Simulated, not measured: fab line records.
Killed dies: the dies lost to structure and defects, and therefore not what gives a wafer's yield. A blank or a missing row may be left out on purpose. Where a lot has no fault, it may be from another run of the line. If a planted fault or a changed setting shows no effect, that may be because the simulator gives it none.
What tool caused it? / flow nandHarc / Sampling: 12 lots, 36 wafers, 4 of 1302 route steps

== WHAT EACH GAUGE READ, for each wafer ==
NHARC_P_M1_CD_MEAS_16.
lot=L075; measured=day 6 20:58; on=cdSem-01; cdNm (nm)=130.8 130.9 130.9
lot=L077; measured=day 7 12:18; on=cdSem-01; cdNm (nm)=129.5 129.3 129.0
lot=L079; measured=day 8 11:56; on=cdSem-03; cdNm (nm)=129.6 129.9 129.8
lot=L081; measured=day 9 09:46; on=cdSem-01; cdNm (nm)=128.8 129.8 129.7
lot=L083; measured=day 10 05:51; on=cdSem-03; cdNm (nm)=130.2 129.3 128.4
lot=L086; measured=day 11 04:31; on=cdSem-02; cdNm (nm)=130.0 129.9 129.1
lot=L087; measured=day 11 16:14; on=cdSem-03; cdNm (nm)=130.4 129.9 130.8
lot=L089; measured=day 12 19:07; on=cdSem-03; cdNm (nm)=129.4 129.8 129.2
lot=L091; measured=day 13 11:37; on=cdSem-03; cdNm (nm)=130.3 130.9 129.4
lot=L093; measured=day 13 21:09; on=cdSem-03; cdNm (nm)=129.4 129.7 130.6
lot=L095; measured=day 14 21:28; on=cdSem-03; cdNm (nm)=129.6 129.7 128.6
lot=L097; measured=day 15 21:22; on=cdSem-01; cdNm (nm)=129.4 130.7 131.1

== TOOL THAT RAN EACH LOT (tool first, then ch and the chambers of the sampled wafers, then the start) ==
lot=L075; NHARC_P_GATE_DESCUM_31=rieDiel-05 ch 0,1,2, day 5 13:39; NHARC_P_GATE_DEGAS_109=pvdSputter-03, day 6 09:10; NHARC_P_M0_PRE_CLEAN_31=pecvd-03 ch 0,1,2, day 6 19:10
lot=L077; NHARC_P_GATE_DESCUM_31=rieDiel-12 ch 1,2, day 6 07:47; NHARC_P_GATE_DEGAS_109=pvdSputter-01, day 7 01:05; NHARC_P_M0_PRE_CLEAN_31=pecvd-04 ch 0,1,2, day 7 10:28
lot=L079; NHARC_P_GATE_DESCUM_31=rieDiel-12 ch 1,2,3, day 7 04:02; NHARC_P_GATE_DEGAS_109=pvdSputter-03, day 7 23:37; NHARC_P_M0_PRE_CLEAN_31=pecvd-04 ch 0,1,2, day 8 09:54
lot=L081; NHARC_P_GATE_DESCUM_31=rieDiel-12 ch 1,3, day 8 04:56; NHARC_P_GATE_DEGAS_109=pvdSputter-03, day 8 22:24; NHARC_P_M0_PRE_CLEAN_31=pecvd-03 ch 0,1,2, day 9 07:58
lot=L083; NHARC_P_GATE_DESCUM_31=rieDiel-12 ch 1,3, day 9 01:41; NHARC_P_GATE_DEGAS_109=pvdSputter-02, day 9 18:47; NHARC_P_M0_PRE_CLEAN_31=pecvd-04 ch 0,1, day 10 04:10
lot=L086; NHARC_P_GATE_DESCUM_31=rieDiel-05 ch 0,1,2, day 10 00:17; NHARC_P_GATE_DEGAS_109=pvdSputter-03, day 10 17:20; NHARC_P_M0_PRE_CLEAN_31=pecvd-03 ch 0,1,2, day 11 02:43
lot=L087; NHARC_P_GATE_DESCUM_31=rieDiel-07 ch 0,1,3, day 10 11:34; NHARC_P_GATE_DEGAS_109=pvdSputter-03, day 11 04:53; NHARC_P_M0_PRE_CLEAN_31=pecvd-03 ch 0,1,2, day 11 14:25
lot=L089; NHARC_P_GATE_DESCUM_31=rieDiel-07 ch 0,1,3, day 11 14:32; NHARC_P_GATE_DEGAS_109=pvdSputter-03, day 12 07:56; NHARC_P_M0_PRE_CLEAN_31=pecvd-03 ch 0,2, day 12 17:17
lot=L091; NHARC_P_GATE_DESCUM_31=rieDiel-07 ch 0,1,2, day 12 06:23; NHARC_P_GATE_DEGAS_109=pvdSputter-03, day 12 23:22; NHARC_P_M0_PRE_CLEAN_31=pecvd-01 ch 0,1, day 13 09:46
lot=L093; NHARC_P_GATE_DESCUM_31=rieDiel-05 ch 2,3, day 12 16:34; NHARC_P_GATE_DEGAS_109=pvdSputter-01, day 13 09:52; NHARC_P_M0_PRE_CLEAN_31=pecvd-01 ch 0,1,2, day 13 19:22
lot=L095; NHARC_P_GATE_DESCUM_31=rieDiel-07 ch 1,2,3, day 13 16:46; NHARC_P_GATE_DEGAS_109=pvdSputter-01, day 14 10:23; NHARC_P_M0_PRE_CLEAN_31=pecvd-03 ch 1,2, day 14 19:49
lot=L097; NHARC_P_GATE_DESCUM_31=rieDiel-07 ch 0,3, day 14 16:18; NHARC_P_GATE_DEGAS_109=pvdSputter-01, day 15 09:41; NHARC_P_M0_PRE_CLEAN_31=pecvd-01 ch 0,1,2, day 15 19:34
- NHARC_P_GATE_DESCUM_31: chemistry O2, time 3 s.
- NHARC_P_GATE_DEGAS_109: time 60 s.
- NHARC_P_M0_PRE_CLEAN_31: time 12 s.

== THE ANSWER, worked out from the rows above alone ==
Rule: what is usual is taken from the lots themselves. Put in order of their means at a reading, lots are off if they are a third of the lots or fewer, leave a main group of 4 or more, and stand apart from it by a gap of 3 or more times the standard deviation of the main group's means; of several such gaps the widest counts. Not used: any main group whose means are identical at the precision the tables above print for the reading. A lot without any number at a reading at which 4 lots or more have one is off too. Any other lot the step has rows for is counted as sound.
None of the lots is off at any reading shown; this tells nothing.

== WHAT THE SIMULATOR HAD PUT IN ==
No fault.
